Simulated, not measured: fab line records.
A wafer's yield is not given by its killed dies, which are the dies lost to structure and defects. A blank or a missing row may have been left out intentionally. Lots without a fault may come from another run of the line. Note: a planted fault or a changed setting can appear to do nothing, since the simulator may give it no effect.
Split-lot study | flow n5Finfet | on a route of 1938 steps: 7 lots, 21 wafers read

== THE SPLIT ==
At N5_WELL_APT_COAT_02 (resist thk 950 nm), the setting spinRpm was moved away from the recipe's 1357 rpm on 5 of the 21 wafers read, by -9.2% to +11.2%. For the rest of the wafers, this setting stayed at what the recipe calls for.

The reading is taken at the split's own step.

== THE READING ==
coat_of_WELL_APT_COAT_02.thkNm (the simulator's own value, which no gauge read), in nm, at N5_WELL_APT_COAT_02 (resist thk 950 nm). The file does not state a usual value for it. Here, 16 wafers ran the recipe; their average is 950.5 nm with a standard deviation of 2.8 nm.

wafer  | tool, chamber at the split | spinRpm as run, rpm | against the recipe | coat_of_WELL_APT_COAT_02.thkNm, nm | against lot-mates on the recipe
L074.1 | lithoTrack-03, 0           | 1357                | recipe             | 948.4                              | -
L074.2 | lithoTrack-03, 0           | 1357                | recipe             | 949                                | -
L074.3 | lithoTrack-03, 0           | 1357                | recipe             | 948.7                              | -
L075.1 | lithoTrack-05, 0           | 1509                | +11.2%             | 906.5                              | -47.4
L075.3 | lithoTrack-05, 0           | 1509                | +11.2%             | 903.6                              | -50.3
L075.5 | lithoTrack-05, 0           | 1357                | recipe             | 953.9                              | -
L081.2 | lithoTrack-02, 0           | 1357                | recipe             | 952.1                              | -
L081.3 | lithoTrack-02, 0           | 1357                | recipe             | 952.4                              | -
L081.4 | lithoTrack-02, 0           | 1357                | recipe             | 952.7                              | -
L084.3 | lithoTrack-05, 0           | 1450                | +6.9%              | 917.6                              | -34.5
L084.4 | lithoTrack-05, 0           | 1357                | recipe             | 954.3                              | -
L084.6 | lithoTrack-05, 0           | 1357                | recipe             | 949.9                              | -
L085.1 | lithoTrack-05, 0           | 1357                | recipe             | 956.8                              | -
L085.2 | lithoTrack-05, 0           | 1232                | -9.2%              | 1000                               | +43.2
L085.6 | lithoTrack-05, 0           | 1232                | -9.2%              | 1001                               | +44.2
L092.2 | lithoTrack-02, 0           | 1357                | recipe             | 951                                | -
L092.3 | lithoTrack-02, 0           | 1357                | recipe             | 949.7                              | -
L092.5 | lithoTrack-02, 0           | 1357                | recipe             | 949                                | -
L094.2 | lithoTrack-02, 0           | 1357                | recipe             | 946.4                              | -
L094.3 | lithoTrack-02, 0           | 1357                | recipe             | 947.1                              | -
L094.6 | lithoTrack-02, 0           | 1357                | recipe             | 947.3                              | -

THE FIT
A straight line over all 21 wafers: coat_of_WELL_APT_COAT_02.thkNm changes by -4.66 nm for each +1% of spinRpm; r = -0.99; the points scatter about the line by 3.9 nm.
The same after taking each lot's own level away (the mean of its wafers on the recipe; 21 wafers): -4.57 nm for each +1%; r = -1.00; scatter 1.5 nm.
According to that fit, moving spinRpm by its largest amount changes the reading by 51 nm.
Across the lots, their own levels run from 946.93 to 956.80 nm, a range of 3.5 times the standard deviation given above.
The two slopes are in agreement: the lot-to-lot level therefore moves the slope only a little.
Check: with one of the wafers moved furthest among these (+11.2%) left out of the fit, the line predicts -52.5 nm for it against its lot-mates. It came out at -47.4 nm against them.

== FILE'S OWN FIT ==
coat_of_WELL_APT_COAT_02.thkNm changes by -4.62 nm for each +1% of spinRpm, r = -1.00.
